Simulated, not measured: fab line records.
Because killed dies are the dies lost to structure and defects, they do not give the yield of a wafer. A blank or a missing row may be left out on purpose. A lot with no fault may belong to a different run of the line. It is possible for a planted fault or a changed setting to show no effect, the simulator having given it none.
fab line records	flow nandHarc
[record] lots = 6	wafers = 18	lastDay = 33
route steps=1302 shown A_CONTACT@1033 END@1302
lots untouched by any fault: they come from a run of this same line in which no faults occurred
startH: hours from the record's opening day to when the first of the lot's shown wafers began	waitH: hours from the lot's prior step to this one	" the same as in the row above	L1.1+2: a row that stands for several wafers	- value missing, or start not given	* or withheld: withheld	< > ~ a bound
route shown NAME@n: names a module that has steps shown in the file, with the first one's number in the route	usual: mean and standard deviation over wafers with no fault	same: alike in all rows	chamber/n: place in a boat	sites: each site's reading	_std_site: the values' standard deviation	_edge_site: inner sites' mean taken away from outer sites' mean	radiusMm: how far each site lies from the wafer's centre	mask NAME#n: copy n	behind: tool/chamber where the wafer was last shaped	hold: reason for holding the lot/hours on hold/outcome of the hold	device: which transistor (n, p or np) failed to switch	end of line: tests of these same wafers at the route's end	step lacking rows: just its recipe	killed: at the first sort, the dies lost to defects and structure; wafer yield is something else	map: a wafer's dies, marking killed ones x, the rest . and places with no die _
set.NAME: the setting that was run; set.NAME@STEP: the one run at that earlier step	model.NAME: the simulator's own value behind a step, which no gauge read
a table for each step, a row for each wafer; lots at some steps of the route
services: the hour from which a tool's chamber was out of use, counted from the record's first day as startH (under 0 if before that day), plus the number of hours and why
[[steps]]
[step NHARC_A_CONTACT_COAT_63]
[recipe] spinRpm = 1500	resistThkNm = 90
[step NHARC_A_CONTACT_SOFTBAKE_64]
[recipe] tempC = 105	timeS = 55
[step NHARC_A_CONTACT_EBR_65]
[step NHARC_A_CONTACT_EXPOSE_66]
[recipe] na = 1.35	sigmaOuter = 0.8	doseMj = 59.02	maskId = A_CC_2
[step NHARC_A_CONTACT_PEB_67]
[recipe] pebTempC = 100	pebTimeS = 65
[step NHARC_A_CONTACT_DEVELOP_68]
[recipe] developTimeS = 35	devTempC = 23
[step NHARC_A_CONTACT_CD_MEAS_69]
[recipe] targetCdNm = 300	landingEnergyEv = 500
[usual] cdNm = 299.7/0.68
lot.wafer	tool	chamber	startH	waitH	cdNm
L849.3	cdSem-03	0	513.03	-	299.8
L849.4	"	0	"	"	299.0
L849.6	"	0	"	"	300.5
L848.1	cdSem-01	0	516.42	-	298.8
L848.2	"	0	"	"	299.1
L848.4	"	0	"	"	298.4
L856.3	cdSem-01	0	600.89	-	300.1
L856.5	"	0	"	"	300.8
L856.6	"	0	"	"	300.9
L859.1	cdSem-02	0	617.89	-	298.4
L859.4	"	0	"	"	299.6
L859.5	"	0	"	"	298.6
L860.3	cdSem-01	0	622.97	-	299.0
L860.4	"	0	"	"	298.8
L860.6	"	0	"	"	299.5
L870.2	cdSem-01	0	727.09	-	300.2
L870.5	"	0	"	"	300.4
L870.6	"	0	"	"	299.5
[step NHARC_A_CONTACT_OVL_MEAS_70]
[usual] overlayXNm = -0.3/0.9	overlayYNm = -0.1/0.73
lot.wafer	tool	chamber	startH	waitH	overlayXNm	overlayYNm
L849.3	overlay-02	-	513.11	-	-0.8	0.7
L849.4	"	-	"	"	-0.3	0.3
L849.6	"	-	"	"	-0.6	0.9
L848.1	overlay-02	-	516.51	-	-1.1	-0.5
L848.2	"	-	"	"	-1.3	-0.2
L848.4	"	-	"	"	-1.3	-0.2
L856.3	overlay-01	-	600.98	-	-0.3	-1.9
L856.5	"	-	"	"	0.3	-1.9
L856.6	"	-	"	"	0.0	-1.8
L859.1	overlay-01	-	617.97	-	-1.3	-1.3
L859.4	"	-	"	"	-1.5	-0.7
L859.5	"	-	"	"	-1.3	-1.5
L860.3	overlay-01	-	623.05	-	1.5	0.5
L860.4	"	-	"	"	1.6	0.7
L860.6	"	-	"	"	1.9	-0.1
L870.2	overlay-01	-	727.18	-	0.1	0.9
L870.5	"	-	"	"	0.6	0.8
L870.6	"	-	"	"	-0.3	0.9
[step NHARC_A_CONTACT_INSPECT_71]
[usual] rawDefectCount = 83/44
lot.wafer	tool	chamber	startH	waitH	rawDefectCount
L849.3	defectInspect-01	-	513.15	0.0	69
L849.4	"	-	"	"	63
L849.6	"	-	"	"	73
L848.1	defectInspect-02	-	516.54	0.0	89
L848.2	"	-	"	"	100
L848.4	"	-	"	"	122
L856.3	defectInspect-02	-	601.01	0.0	138
L856.5	"	-	"	"	129
L856.6	"	-	"	"	120
L859.1	defectInspect-01	-	618.01	0.0	56
L859.4	"	-	"	"	71
L859.5	"	-	"	"	55
L860.3	defectInspect-01	-	623.09	0.0	119
L860.4	"	-	"	"	136
L860.6	"	-	"	"	158
L870.2	defectInspect-02	-	727.22	0.0	118
L870.5	"	-	"	"	127
L870.6	"	-	"	"	119
[step NHARC_A_CONTACT_DESCUM_74]
[recipe] timeS = 3	o2FlowSccm = 200	arFlowSccm = 0	biasPowerW = 0	chemistry = O2
[usual] drypumpMotorCurrentA = 5.51/0.29	mfcArSccm = 0.009/0.013	o2FlowSccm = 200.0/0.55	oesProductAu = 1.000/0.01	rfVppV = 57.9/0.93	showerheadPlenumPTorr = 1.94/0.099	throttleValvePct = 11.312/0.0093
lot.wafer	tool	chamber	startH	waitH	drypumpMotorCurrentA	mfcArSccm	o2FlowSccm	oesProductAu	rfHoursCounterH	rfVppV	showerheadPlenumPTorr	throttleValvePct
L849.4	rieDiel-03	3	513.22	0.1	5.70	0.032	200.5	0.988	9	58.3	1.97	11.313
L849.3	"	0	"	"	5.67	0	201.7	1.003	8	58.1	2.00	11.301
L849.6	"	3	"	"	5.69	0.032	200.4	0.987	-	56.6	1.97	11.309
L848.4	rieDiel-13	3	516.61	0.1	5.69	0	199.6	1.013	50	57.5	1.87	11.320
L848.2	"	0	"	"	5.30	0.002	199.9	0.992	56	56.5	1.78	11.314
L848.1	"	1	"	"	5.54	0	199.9	0.999	57	59.1	1.84	11.323
L856.3	rieDiel-03	1	601.09	0.1	5.33	0	199.7	0.993	20	57.4	1.77	11.333
L856.6	"	3	"	"	5.69	0.032	200.3	0.984	-	58.5	1.97	11.324
L856.5	"	0	"	"	5.62	0	200.6	1.000	-	59.1	2.00	11.318
L859.1	rieDiel-03	0	618.09	0.1	5.67	0	200.5	0.991	28	59.7	1.99	11.325
L859.4	"	1	"	"	5.33	0	200.4	1.004	25	57.2	1.76	11.304
L859.5	"	2	"	"	5.16	0	199.6	1.014	-	58.1	2.00	11.303
L860.4	rieDiel-05	0	623.17	0.1	5.56	0.025	199.5	1.002	8	58.3	2.04	11.300
L860.3	"	1	"	"	5.30	0.003	199.1	0.995	10	57.4	1.80	11.294
L860.6	"	2	"	"	6.46	0	200.1	0.995	-	58.7	2.07	11.321
L870.2	rieDiel-13	3	727.29	0.1	5.69	0	199.8	1.001	9	58.0	1.84	11.312
L870.6	"	2	"	"	5.62	0.025	199.7	1.008	-	57.6	1.85	11.297
L870.5	"	3	"	"	5.70	0	199.0	1.005	-	58.5	1.84	11.311
[step NHARC_A_CONTACT_ETCH_75]
[recipe] targetDepthA = 390	overEtchFrac = 0.3	timeS = 65	ionEnergyEv = 80	cf4FlowSccm = 150	arFlowSccm = 0	rfW = 300	biasW = 100	chemistry = CF4
[usual] drypumpMotorCurrentA = 5.5/0.31	mfcArSccm = 0.009/0.013	oesProductAu = 1.000/0.0097	rfFwdPowerW = 297.9/1.1	rfVppV = 151.4/1.4	showerheadPlenumPTorr = 1.78/0.086	throttleValvePct = 13.285/0.0087
lot.wafer	tool	chamber	startH	waitH	drypumpMotorCurrentA	mfcArSccm	oesProductAu	rfFwdPowerW	rfHoursCounterH	rfVppV	showerheadPlenumPTorr	throttleValvePct
L849.4	rieDiel-03	2	513.29	0.1	5.1	0	1.010	297.3	8	151.7	1.85	13.286
L849.3	"	0	"	"	5.7	0	0.992	300.0	8	153.1	1.84	13.279
L849.6	"	3	"	"	5.7	0.032	0.984	298.8	-	151.3	1.82	13.294
L848.2	rieDiel-13	3	516.70	0.1	5.7	0	0.992	298.2	50	150.5	1.73	13.285
L848.4	"	0	"	"	5.3	0.002	0.993	298.8	56	148.8	1.66	13.306
L848.1	"	1	"	"	5.5	0	0.982	298.4	57	149.4	1.70	13.297
L856.3	rieDiel-03	3	601.35	0.3	5.6	0.032	0.993	299.1	23	152.6	1.82	13.287
L856.5	"	0	"	"	5.6	0	0.999	298.4	-	152.6	1.84	13.304
L856.6	"	1	"	"	5.3	0	0.995	297.8	-	150.6	1.64	13.284
L859.4	rieDiel-03	1	618.16	0.1	5.3	0	0.994	299.9	25	148.0	1.64	13.299
L859.1	"	3	"	"	5.7	0.032	0.981	298.0	28	151.4	1.82	13.287
L859.5	"	0	"	"	5.6	0	1.007	298.4	-	153.1	1.84	13.284
L860.3	rieDiel-05	3	623.24	0.1	5.2	0.029	0.991	297.2	8	152.3	1.80	13.282
L860.4	"	1	"	"	5.3	0.003	0.994	297.0	10	150.8	1.67	13.291
L860.6	"	2	"	"	6.5	0	0.997	297.9	-	152.6	1.91	13.288
L870.2	rieDiel-13	2	727.37	0.1	5.7	0.025	1.010	296.1	7	150.4	1.72	13.274
L870.5	"	1	"	"	5.5	0	0.996	297.5	-	149.5	1.69	13.295
L870.6	"	2	"	"	5.6	0.025	1.015	296.4	-	150.7	1.72	13.278
[step NHARC_A_CONTACT_ETCH_76]
[recipe] targetDepthA = 2600	overEtchFrac = 0.3	timeS = 475.3	ionEnergyEv = 200	n2FlowSccm = 150	h2FlowSccm = 150	arFlowSccm = 0	rfW = 400	biasW = 150	chemistry = N2/H2
[usual] drypumpMotorCurrentA = 5.48/0.29	mfcArSccm = 0.009/0.013	oesProductAu = 0.999/0.0096	rfFwdPowerW = 399.4/1.4	rfVppV = 431/3.3	showerheadPlenumPTorr = 2.06/0.11	throttleValvePct = 14.171/0.0083
lot.wafer	tool	chamber	startH	waitH	drypumpMotorCurrentA	mfcArSccm	oesProductAu	rfFwdPowerW	rfHoursCounterH	rfVppV	showerheadPlenumPTorr	throttleValvePct
L849.4	rieDiel-03	1	-	-	5.27	0	0.998	399.3	8	426	1.88	14.182
L849.3	"	2	"	"	5.16	0	1.010	396.2	8	434	2.15	14.173
L849.6	"	2	"	"	5.18	0	1.011	398.9	-	433	2.15	14.170
L848.4	rieDiel-13	3	-	-	5.72	0	0.999	401.0	50	428	1.99	14.162
L848.2	"	0	"	"	5.29	0.002	1.000	398.6	56	425	1.90	14.172
L848.1	"	1	"	"	5.55	0	0.999	399.2	57	428	1.96	14.161
L856.3	rieDiel-03	0	-	-	5.67	0	0.992	400.1	23	433	2.13	14.164
L856.6	"	1	"	"	5.29	0	1.004	400.6	-	427	1.88	14.167
L856.5	"	2	"	"	5.16	0	1.014	400.2	-	434	2.14	14.168
L859.1	rieDiel-03	3	-	-	5.69	0.032	0.976	399.2	29	432	2.10	14.187
L859.4	"	0	"	"	5.69	0	0.992	398.5	28	434	2.13	14.168
L859.5	"	2	"	"	5.14	0	1.002	400.7	-	434	2.14	14.160
L860.4	rieDiel-05	2	-	-	6.50	0	0.993	399.3	9	434	2.22	14.163
L860.3	"	3	"	"	5.18	0.029	0.994	399.0	8	431	2.08	14.175
L860.6	"	1	"	"	5.28	0.003	0.998	400.8	-	428	1.91	14.183
L870.2	rieDiel-13	1	-	-	5.54	0	1.007	401.1	7	427	1.93	14.171
L870.6	"	0	"	"	5.30	0.002	0.999	400.7	-	435	2.22	14.178
L870.5	"	1	"	"	5.53	0	1.001	400.6	-	428	1.93	14.182
[step NHARC_A_CONTACT_ETCH_77]
[recipe] targetDepthA = 1089	timeS = 54.5	cf4FlowSccm = 100	chf3FlowSccm = 30	arFlowSccm = 0	rfW = 500	biasW = 200	chemistry = CF4/CHF3
[usual] drypumpMotorCurrentA = 5.5/0.3	mfcArSccm = 0.008/0.013	oesProductAu = 0.940/0.022	rfFwdPowerW = 495.8/1.7	rfVppV = 371.0/2.7	showerheadPlenumPTorr = 1.59/0.08	throttleValvePct = 16.801/0.0092
lot.wafer	tool	chamber	startH	waitH	drypumpMotorCurrentA	mfcArSccm	oesProductAu	rfFwdPowerW	rfHoursCounterH	rfVppV	showerheadPlenumPTorr	throttleValvePct
L849.4	rieDiel-03	3	513.74	-	5.6	0.032	0.949	496.1	9	372.6	1.62	16.801
L849.3	"	1	"	"	5.3	0	0.972	494.5	8	368.0	1.46	16.807
L849.6	"	3	"	"	5.6	0.032	0.943	497.2	-	371.7	1.62	16.800
L848.4	rieDiel-13	2	517.13	-	5.6	0.025	0.959	494.8	44	369.6	1.54	16.803
L848.1	"	3	"	"	5.7	0	0.965	496.6	50	369.1	1.54	16.819
L848.2	"	0	"	"	5.3	0.002	0.964	496.3	56	366.8	1.47	16.802
L856.3	rieDiel-03	3	602.32	-	5.7	0.032	0.813	497.4	24	371.3	1.62	16.819
L856.6	"	0	"	"	5.6	0	0.824	496.3	-	372.6	1.64	16.816
L856.5	"	1	"	"	5.3	0	0.829	495.5	-	367.6	1.46	16.794
L859.1	rieDiel-03	1	618.61	-	5.3	0	0.828	498.6	25	366.1	1.46	16.809
L859.4	"	2	"	"	5.2	0	0.821	494.6	25	372.7	1.64	16.806
L859.5	"	3	"	"	5.6	0.032	0.810	494.7	-	372.8	1.62	16.807
L860.4	rieDiel-05	2	623.68	-	6.5	0	0.961	497.4	9	374.9	1.70	16.793
L860.3	"	3	"	"	5.2	0.029	0.972	493.8	8	371.2	1.60	16.813
L860.6	"	2	"	"	6.4	0	0.960	494.0	-	374.8	1.70	16.796
L870.2	rieDiel-13	3	727.80	-	5.7	0	0.917	492.8	10	370.1	1.52	16.811
L870.5	"	3	"	"	5.7	0	0.928	493.6	-	368.0	1.52	16.802
L870.6	"	0	"	"	5.3	0.002	0.911	498.6	-	374.2	1.70	16.800
[step NHARC_A_CONTACT_ETCH_78]
[recipe] targetDepthA = 53000	overEtchFrac = 0.3	timeS = 1378	ionEnergyEv = 150	o2FlowSccm = 400	cosFlowSccm = 20	arFlowSccm = 0	rfW = 500	biasW = 300	chemistry = O2/COS
[usual] drypumpMotorCurrentA = 5.5/0.32	mfcArSccm = 0.008/0.013	o2FlowSccm = 399.9/1.2	oesProductAu = 0.999/0.0088	rfFwdPowerW = 500.0/1.6	rfVppV = 314.4/2.5	showerheadPlenumPTorr = 3.15/0.16	throttleValvePct = 28.331/0.0091
lot.wafer	tool	chamber	startH	waitH	drypumpMotorCurrentA	mfcArSccm	o2FlowSccm	oesProductAu	rfFwdPowerW	rfHoursCounterH	rfVppV	showerheadPlenumPTorr	throttleValvePct
L849.3	rieDiel-03	1	-	-	5.3	0	400.7	1.007	498.3	8	310.5	2.90	28.334
L849.4	"	2	"	"	5.1	0	402.2	1.016	500.5	9	316.1	3.27	28.335
L849.6	"	1	"	"	5.3	0	400.8	1.010	499.9	-	310.8	2.90	28.338
L848.1	rieDiel-13	0	-	-	5.3	0.002	400.4	0.986	497.3	56	309.7	2.92	28.330
L848.2	"	1	"	"	5.5	0	400.6	0.996	502.4	57	311.4	3.01	28.323
L848.4	"	2	"	"	5.6	0.025	400.1	1.000	501.8	44	313.7	3.06	28.324
L856.3	rieDiel-03	3	-	-	5.7	0.032	400.5	0.993	501.8	24	315.8	3.21	28.326
L856.6	"	0	"	"	5.7	0	398.4	1.004	500.9	-	316.7	3.25	28.333
L856.5	"	1	"	"	5.3	0	400.2	1.003	499.1	-	311.3	2.89	28.330
L859.4	rieDiel-03	0	-	-	5.7	0	400.0	0.999	499.8	29	315.2	3.25	28.322
L859.1	"	2	"	"	5.1	0	398.0	1.001	499.3	26	316.4	3.26	28.328
L859.5	"	1	"	"	5.3	0	400.4	1.005	497.7	-	310.5	2.89	28.339
L860.3	rieDiel-05	2	-	-	6.5	0	398.9	0.994	502.0	10	316.7	3.37	28.334
L860.4	"	3	"	"	5.2	0.029	401.1	1.003	500.2	8	314.4	3.18	28.337
L860.6	"	1	"	"	5.3	0.003	398.9	1.005	502.6	-	311.0	2.94	28.350
L870.2	rieDiel-13	1	-	-	5.5	0	399.9	1.007	500.5	7	312.7	2.97	28.328
L870.5	"	0	"	"	5.3	0.002	400.5	0.998	500.2	-	316.6	3.37	28.318
L870.6	"	1	"	"	5.6	0	402.3	1.001	500.7	-	312.0	2.97	28.312
[step NHARC_END_SORT_01]
[recipe] tempC = 25
[usual] killedAtArray = 59/24	killedAtOther = 0.7/1.2	killedAtPeriphery = 3.5/2.6	killedDies = 63/24	killedOpen = 3.2/2.1	killedShort = 2.4/1.5
[same] grossDies = 677
lot.wafer	tool	chamber	startH	waitH	killedAtArray	killedAtOther	killedAtPeriphery	killedDies	killedOpen	killedShort
L848.1	prober-01	0	570.37	2.5	69	0	2	71	4	2
L848.2	prober-01	0	571.17	2.8	76	2	3	81	3	3
L848.4	prober-01	0	572.76	3.4	62	1	3	66	5	3
L849.3	prober-02	0	572.09	3.1	67	1	12	80	3	3
L849.4	prober-02	0	572.90	3.4	55	1	9	65	0	2
L849.6	prober-02	0	574.52	4.0	56	2	9	67	0	2
L856.3	prober-02	0	662.50	3.1	173	1	1	175	3	1
L856.5	prober-02	0	664.11	3.7	217	0	2	219	1	2
L856.6	prober-02	0	664.92	4.0	143	1	2	146	3	2
L859.1	prober-02	0	681.41	2.5	127	0	1	128	2	4
L859.4	prober-02	0	683.83	3.4	152	0	3	155	2	3
L859.5	prober-02	0	684.64	3.7	138	0	1	139	5	1
// killed by level:class
L848.1 A_CHANNEL_HOLE_D1:chamberFilmFlake=27 A_CHANNEL_HOLE_D2:chamberFilmFlake=27 A_CHANNEL_FILL_D1:chamberFilmFlake=3 A_STAIRCASE:chamberFilmFlake=3 A_CONTACT:chamberFilmFlake=3 A_BLC:geometricParticle:open=2 P_CONTACT:geometricParticle:short=1 A_ONON_D2:geometricParticle:open=1
L848.2 A_CHANNEL_HOLE_D2:chamberFilmFlake=34 A_CHANNEL_HOLE_D1:chamberFilmFlake=32 A_BLC:geometricParticle:open=2 THIN_TSV:chamberFilmFlake=2 A_STAIRCASE:chamberFilmFlake=2 A_WL_FILL:chamberFilmFlake=2 P_M1:geometricParticle:open=1 A_ONON_D1:geometricParticle:short=1
L849.3 A_CHANNEL_HOLE_D1:chamberFilmFlake=35 A_WL_FILL:chamberFilmFlake=9 A_CHANNEL_HOLE_D2:chamberFilmFlake=6 P_GATE:chamberFilmFlake=5 P_CONTACT:chamberFilmFlake=4 A_CONTACT:chamberFilmFlake=4 A_SGD_CUT:chamberFilmFlake=3 A_WL_FILL:geometricParticle:short=2
L848.4 A_CHANNEL_HOLE_D2:chamberFilmFlake=24 A_CHANNEL_HOLE_D1:chamberFilmFlake=23 A_STAIRCASE:chamberFilmFlake=3 A_M0:geometricParticle:open=2 A_M1:geometricParticle:open=2 A_SGD_CUT:chamberFilmFlake=2 A_WL_FILL:chamberFilmFlake=2 P_M1:geometricParticle:short=1
L849.4 A_CHANNEL_HOLE_D1:chamberFilmFlake=30 A_CHANNEL_HOLE_D2:chamberFilmFlake=8 P_GATE:chamberFilmFlake=5 A_WL_FILL:chamberFilmFlake=4 A_CONTACT:unspecified=3 A_SGD_CUT:chamberFilmFlake=3 A_WL_FILL:geometricParticle:short=2 P_CONTACT:chamberFilmFlake=2
L849.6 A_CHANNEL_HOLE_D1:chamberFilmFlake=34 A_CHANNEL_HOLE_D2:chamberFilmFlake=9 P_CONTACT:chamberFilmFlake=5 A_WL_FILL:chamberFilmFlake=5 P_GATE:chamberFilmFlake=3 A_STAIRCASE:chamberFilmFlake=2 A_CONTACT:unspecified=2 THIN_TSV:chamberFilmFlake=2
L856.3 A_CONTACT:areaEtch=94 A_SLIT:chamberFilmFlake=33 A_CHANNEL_HOLE_D1:chamberFilmFlake=32 A_CHANNEL_HOLE_D2:chamberFilmFlake=9 A_ONON_D2:geometricParticle:open=1 A_WL_FILL:geometricParticle:short=1 A_CONTACT:geometricParticle:open=1 A_M0:geometricParticle:open=1
L856.5 A_CONTACT:areaEtch=134 A_SLIT:chamberFilmFlake=36 A_CHANNEL_HOLE_D1:chamberFilmFlake=35 A_CHANNEL_HOLE_D2:chamberFilmFlake=9 P_CONTACT:geometricParticle:open=1 A_CHANNEL_FILL_D1:geometricParticle:short=1 A_CONTACT:geometricParticle:short=1 P_ZERO_WELL:chamberFilmFlake=1
L856.6 A_CONTACT:areaEtch=72 A_CHANNEL_HOLE_D1:chamberFilmFlake=29 A_SLIT:chamberFilmFlake=25 A_CHANNEL_HOLE_D2:chamberFilmFlake=8 A_WL_FILL:geometricParticle:open=2 A_CONTACT:chamberFilmFlake=2 A_SOURCE_PLATE:geometricParticle:short=1 A_ONON_D2:geometricParticle:short=1
L859.1 A_CONTACT:areaEtch=79 A_SLIT:chamberFilmFlake=33 A_CHANNEL_HOLE_D1:chamberFilmFlake=5 A_CHANNEL_HOLE_D2:chamberFilmFlake=2 A_STAIRCASE:chamberFilmFlake=2 P_M1:geometricParticle:open=1 A_CHANNEL_HOLE_D1:geometricParticle:short=1 A_DECK1_JOINT:geometricParticle:short=1
L859.4 A_CONTACT:areaEtch=103 A_SLIT:chamberFilmFlake=32 A_CHANNEL_HOLE_D1:chamberFilmFlake=8 A_ONON_D1:geometricParticle:short=2 A_CHANNEL_HOLE_D2:chamberFilmFlake=2 A_STAIRCASE:chamberFilmFlake=2 P_GATE:geometricParticle:open=1 P_CONTACT:geometricParticle:open=1
L859.5 A_CONTACT:areaEtch=99 A_SLIT:chamberFilmFlake=20 A_CHANNEL_HOLE_D1:chamberFilmFlake=4 A_CONTACT:chamberFilmFlake=4 A_STAIRCASE:chamberFilmFlake=3 A_DECK1_JOINT:chamberFilmFlake=2 P_M2:geometricParticle:short=1 A_ONON_D1:geometricParticle:open=1
// map L856.5 (x killed, . not)
____________.____________
_________......._________
_______..........._______
______.............______
_____..........x...._____
____...x.............____
____.....xxx.xx......____
___...x.xxx......x....___
___...xxxxx..x.x.x....___
__..xxxxxxx.xxxxx.x....__
__....xxxxxx.xxxxx..xx.__
_....xxxxxxxxxxxxxx....._
_.....xxxxxx.xxxx..x...._
_....xxxxxx.xxxxxxxx...._
_.xxx.xxxx.x.xxxxx.x...._
_x....xxxxxxxxxx.xxx...._
.......xxxx.x..xxx.......
....xx....x.xxxxxxx......
.....x.x..xx..xx.........
....x.xx.x...xxx..x.x...x
..x..xx.xx.x.xx.xxx......
_.x....xx.xxxxxxx...x..._
_......xxx..x.x..x......_
_...x.x.xxx.xxxxxxx....._
_....x.xxxx..xx.x...x..._
_.........xxx.xxx......._
__.....xx.x.x.xxx......__
__.....x....x.x...x....__
___........x.x........___
___.......x.........x.___
____....x............____
____.................____
_____.x............._____
______.............______
_______..........._______
_________......._________
____________.____________
// map L859.4 (x killed, . not)
____________.____________
_________......._________
_______..........._______
______.............______
_____..............._____
____.......x..x......____
____..xx.xx..........____
___...xx.xx.x..x......___
___....xxxxx..........___
__....x.xx.xx....xx....__
__.....xxxxx.....x.....__
_......xxxxx.....x......_
_..x...xxxxx......x....._
_......xxxxx..x........._
_.......x.x.x....x......_
_..x..x.xxxxxxx........._
x...xx..x.xx.......x.....
...x..xxx...x...x........
..........x.x.x..x.......
.........x.x.x.....x.x...
......x.x..xxx.x.........
_.......xxxxx....xx.x..._
_.xxxx....xxxx.xx......._
_...x...........x......._
_...x.xx.x.x....x......._
_......x.x.x..xxx.x....._
__.......x.....x.xxx...__
__...x.x.x.xxxx.......x__
___.x.x....x..x.x.x...___
___.x.x.x.............___
____...x.......xx....____
____......x..........____
_____...x...x......._____
______...x...x....x______
_______..........._______
_________x......_________
____________.____________
[[services]]
tool	chamber	startH	hours	kind
rieDiel-03	0	491.89	-	clean
rieDiel-03	1	491.89	-	clean
rieDiel-03	2	491.89	-	clean
rieDiel-03	3	491.89	-	clean
rieDiel-13	0	499.96	6.0	repair
rieDiel-03	0	516.39	-	clean
rieDiel-03	1	516.39	-	clean
rieDiel-03	2	516.39	-	clean
rieDiel-03	3	516.39	-	clean
rieDiel-05	3	519.22	5.4	repair
rieDiel-13	-	520.19	9.0	pm
rieDiel-03	0	541.10	-	clean
rieDiel-03	1	541.10	-	clean
rieDiel-03	2	541.10	-	clean
rieDiel-03	3	541.10	-	clean
rieDiel-03	0	566.13	-	clean
rieDiel-03	1	566.13	-	clean
rieDiel-03	2	566.13	-	clean
rieDiel-05	-	583.68	9.0	pm
rieDiel-03	-	588.78	0.5	repair
rieDiel-03	-	635.35	9.0	pm
rieDiel-13	0	666.80	4.1	repair
rieDiel-13	-	698.15	9.0	pm
rieDiel-03	2	716.99	10.6	repair
[[key]]
[firstSign] step = NHARC_A_CONTACT_ETCH_77	reading = oesProductAu	direction = down	sigmas = 5.4	usual = 0.940	struck = 0.821
[effect] step = NHARC_END_SORT_01	reading = killedAtArray	direction = up	sigmas = 4.2	usual = 59	struck = 158
[moreKillsBornAt] NHARC_A_CONTACT_ETCH_77@rieDiel-03 = 581
metAt NHARC_A_CONTACT_ETCH_77
struckWafers L856.3,L856.5,L856.6,L859.1,L859.4,L859.5
testerLeftOut L856,L859
onsetBetween 513.74 602.32
[fault] kind = processParameterDrift	tool = rieDiel-03	chamber = -	onsetH = 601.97	steps = NHARC_A_CONTACT_ETCH_77	channel = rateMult	offset = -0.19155	shape = step	endH = 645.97
// testerLeftOut: of these lots the tester's yield and bins aren't shown, on N5 and GAA mostly nor the transistor test; their killed dies are dies lost to structure and defects alone, not to doping, threshold or leakage, so they don't give the yield
